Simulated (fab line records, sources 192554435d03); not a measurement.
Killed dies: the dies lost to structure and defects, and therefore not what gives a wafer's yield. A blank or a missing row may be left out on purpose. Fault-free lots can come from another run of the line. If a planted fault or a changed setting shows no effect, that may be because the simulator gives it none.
Matching of chambers / flow n5Finfet / N5_PASSIVATION_PECVD_55 on pecvd-03: 3 sister chambers
The step deposits SiO2 from SiH4/N2O, target thk 400 nm, time 22.5 s. 22 wafers are shown with their chamber, then 11 later ones without.

== WAFERS WITH THEIR CHAMBER ==
wafer=L076.2; chamber=1; throttleValvePct (%)=52.3; showerheadPlenumPTorr (Torr)=8.20; heaterPowerW (W)=722
wafer=L076.3; chamber=2; throttleValvePct (%)=47.4; showerheadPlenumPTorr (Torr)=8.03; heaterPowerW (W)=645
wafer=L076.4; chamber=0; throttleValvePct (%)=51.6; showerheadPlenumPTorr (Torr)=8.17; heaterPowerW (W)=576
wafer=L075.3; chamber=2; throttleValvePct (%)=47.5; showerheadPlenumPTorr (Torr)=8.02; heaterPowerW (W)=636
wafer=L075.4; chamber=2; throttleValvePct (%)=47.7; showerheadPlenumPTorr (Torr)=8.03; heaterPowerW (W)=666
wafer=L075.5; chamber=1; throttleValvePct (%)=52.5; showerheadPlenumPTorr (Torr)=8.23; heaterPowerW (W)=761
wafer=L080.1; chamber=2; throttleValvePct (%)=48.0; showerheadPlenumPTorr (Torr)=8.01; heaterPowerW (W)=666
wafer=L080.2; chamber=1; throttleValvePct (%)=52.3; showerheadPlenumPTorr (Torr)=8.23; heaterPowerW (W)=785
wafer=L080.5; chamber=2; throttleValvePct (%)=47.8; showerheadPlenumPTorr (Torr)=8.02; heaterPowerW (W)=706
wafer=L078.1; chamber=0; throttleValvePct (%)=52.2; showerheadPlenumPTorr (Torr)=8.14; heaterPowerW (W)=672
wafer=L078.2; chamber=1; throttleValvePct (%)=52.2; showerheadPlenumPTorr (Torr)=8.19; heaterPowerW (W)=701
wafer=L078.4; chamber=1; throttleValvePct (%)=52.6; showerheadPlenumPTorr (Torr)=8.21; heaterPowerW (W)=734
wafer=L081.2; chamber=1; throttleValvePct (%)=52.2; showerheadPlenumPTorr (Torr)=8.23; heaterPowerW (W)=699
wafer=L081.3; chamber=0; throttleValvePct (%)=52.3; showerheadPlenumPTorr (Torr)=8.15; heaterPowerW (W)=615
wafer=L081.6; chamber=1; throttleValvePct (%)=52.4; showerheadPlenumPTorr (Torr)=8.21; heaterPowerW (W)=697
wafer=L083.3; chamber=2; throttleValvePct (%)=48.1; showerheadPlenumPTorr (Torr)=8.01; heaterPowerW (W)=666
wafer=L083.5; chamber=0; throttleValvePct (%)=52.2; showerheadPlenumPTorr (Torr)=8.16; heaterPowerW (W)=535
wafer=L083.6; chamber=1; throttleValvePct (%)=52.3; showerheadPlenumPTorr (Torr)=8.23; heaterPowerW (W)=725
wafer=L086.1; chamber=0; throttleValvePct (%)=52.4; showerheadPlenumPTorr (Torr)=8.18; heaterPowerW (W)=645
wafer=L086.2; chamber=2; throttleValvePct (%)=48.4; showerheadPlenumPTorr (Torr)=8.02; heaterPowerW (W)=562
wafer=L086.6; chamber=2; throttleValvePct (%)=48.1; showerheadPlenumPTorr (Torr)=8.03; heaterPowerW (W)=586
wafer=L092.1; chamber=0; throttleValvePct (%)=52.7; showerheadPlenumPTorr (Torr)=8.14; heaterPowerW (W)=595

SIGNATURES (averages over the wafers above)
reading=throttleValvePct; chamber 0=52.233; chamber 1=52.350; chamber 2=47.875; scatter within a chamber=0.289
reading=showerheadPlenumPTorr; chamber 0=8.1567; chamber 1=8.2163; chamber 2=8.0213; scatter within a chamber=0.0138
reading=heaterPowerW; chamber 0=606.33; chamber 1=728.00; chamber 2=641.62; scatter within a chamber=42.5
Rule: a wafer lies at a distance from a chamber equal to the root of the sum of squares, over the readings, of (its reading less the chamber's mean, divided by the reading's scatter). If the next closest chamber is less than 2 further off than the closest, the wafer can't be placed; otherwise it belongs to the closest. The scatter: take each reading less its chamber's mean, square it, sum over the shown wafers, divide by the number of wafers less the number of chambers, and take the root.

== WAFERS WITH NO CHAMBER GIVEN ==
wafer=L092.4; throttleValvePct (%)=52.4; showerheadPlenumPTorr (Torr)=8.23; heaterPowerW (W)=646
wafer=L092.6; throttleValvePct (%)=48.3; showerheadPlenumPTorr (Torr)=8.03; heaterPowerW (W)=597
wafer=L094.3; throttleValvePct (%)=52.8; showerheadPlenumPTorr (Torr)=8.15; heaterPowerW (W)=626
wafer=L094.4; throttleValvePct (%)=52.2; showerheadPlenumPTorr (Torr)=8.21; heaterPowerW (W)=761
wafer=L094.6; throttleValvePct (%)=53.0; showerheadPlenumPTorr (Torr)=8.16; heaterPowerW (W)=657
wafer=L095.1; throttleValvePct (%)=52.4; showerheadPlenumPTorr (Torr)=8.23; heaterPowerW (W)=756
wafer=L095.5; throttleValvePct (%)=48.5; showerheadPlenumPTorr (Torr)=8.03; heaterPowerW (W)=622
wafer=L095.6; throttleValvePct (%)=52.9; showerheadPlenumPTorr (Torr)=8.16; heaterPowerW (W)=642
wafer=L096.1; throttleValvePct (%)=52.5; showerheadPlenumPTorr (Torr)=8.21; heaterPowerW (W)=757
wafer=L096.2; throttleValvePct (%)=48.7; showerheadPlenumPTorr (Torr)=8.04; heaterPowerW (W)=615
wafer=L096.4; throttleValvePct (%)=49.0; showerheadPlenumPTorr (Torr)=8.02; heaterPowerW (W)=653

== THE CHAMBER EACH PASSED THROUGH ==
wafer=L092.4; from the rows above=1; in truth=1
wafer=L092.6; from the rows above=2; in truth=2
wafer=L094.3; from the rows above=0; in truth=0
wafer=L094.4; from the rows above=1; in truth=1
wafer=L094.6; from the rows above=0; in truth=0
wafer=L095.1; from the rows above=1; in truth=1
wafer=L095.5; from the rows above=2; in truth=2
wafer=L095.6; from the rows above=0; in truth=0
wafer=L096.1; from the rows above=1; in truth=1
wafer=L096.2; from the rows above=2; in truth=2
wafer=L096.4; from the rows above=2; in truth=2
11 of 11 placed correctly. Can't be placed from these rows: 0. 0 placed wrongly.
